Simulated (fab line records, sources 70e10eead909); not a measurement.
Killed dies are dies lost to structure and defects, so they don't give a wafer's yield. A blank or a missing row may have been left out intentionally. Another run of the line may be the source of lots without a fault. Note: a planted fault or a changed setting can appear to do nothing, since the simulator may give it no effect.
2 desks, one fault | flow nand harc | numbers are kept per desk, each desk with only its own; the story behind them comes last

== TOOL OWNER'S DESK, ecd cu-02 ==
The tool's own readings at NHARC_A_M0_ECD_22 (material Cu, target thk 400 nm): means of the sampled wafers that have a number, for each lot that ran on this tool. Any lot whose mean is over 4 standard deviations away from the usual mean is out of limits and marked OUT; that distance is given in the brackets.
Columns: A = bath heat duty pct at NHARC_A_M0_ECD_22, usual 6.2 %
lot  | first seen here | A
L551 | day 23 19:34    | 6.2
L553 | day 24 07:17    | 6.2
L552 | day 24 20:27    | 6.4
L554 | day 25 02:25    | 6.2
L556 | day 27 11:17    | 6.2
L559 | day 27 12:45    | 6.6
L566 | day 30 17:20    | 6.2
L568 | day 31 10:37    | 6.4
L571 | day 32 06:32    | 6.0
This desk's verdict: no lot among the 9 shows anything out of limits.

== METROLOGY DESK ==
What the gauges read for every lot (on any tool): the sampled wafers with a number, averaged. Any lot whose mean is over 4 standard deviations away from the usual mean is out of limits and marked OUT; that distance is given in the brackets.
Columns: A = cd nm at NHARC_THIN_TSV_CD_MEAS_12, usual 1000.4 nm
lot  | first seen here | A
L548 | day 24 00:18    | 1001.4
L551 | day 24 17:56    | 1000.7
L553 | day 25 05:28    | 1000.5
L552 | day 25 18:47    | 999.3
L554 | day 26 02:39    | 1001.7
L556 | day 28 11:19    | 1001.4
L559 | day 28 12:31    | 1001.1
L565 | day 31 04:11    | 998.9
L566 | day 32 02:39    | 1000.2
L568 | day 32 13:25    | 1002.9
L569 | day 32 16:22    | 1000.8
L571 | day 33 07:53    | 1000.2
This desk's verdict: no lot among the 12 shows anything out of limits.

== PUT TOGETHER ==
The tool owner's desk saw nothing out of limits.
From the metrology desk's view, nothing was out of limits.

== WHAT WAS PUT IN BY THE SIMULATOR ==
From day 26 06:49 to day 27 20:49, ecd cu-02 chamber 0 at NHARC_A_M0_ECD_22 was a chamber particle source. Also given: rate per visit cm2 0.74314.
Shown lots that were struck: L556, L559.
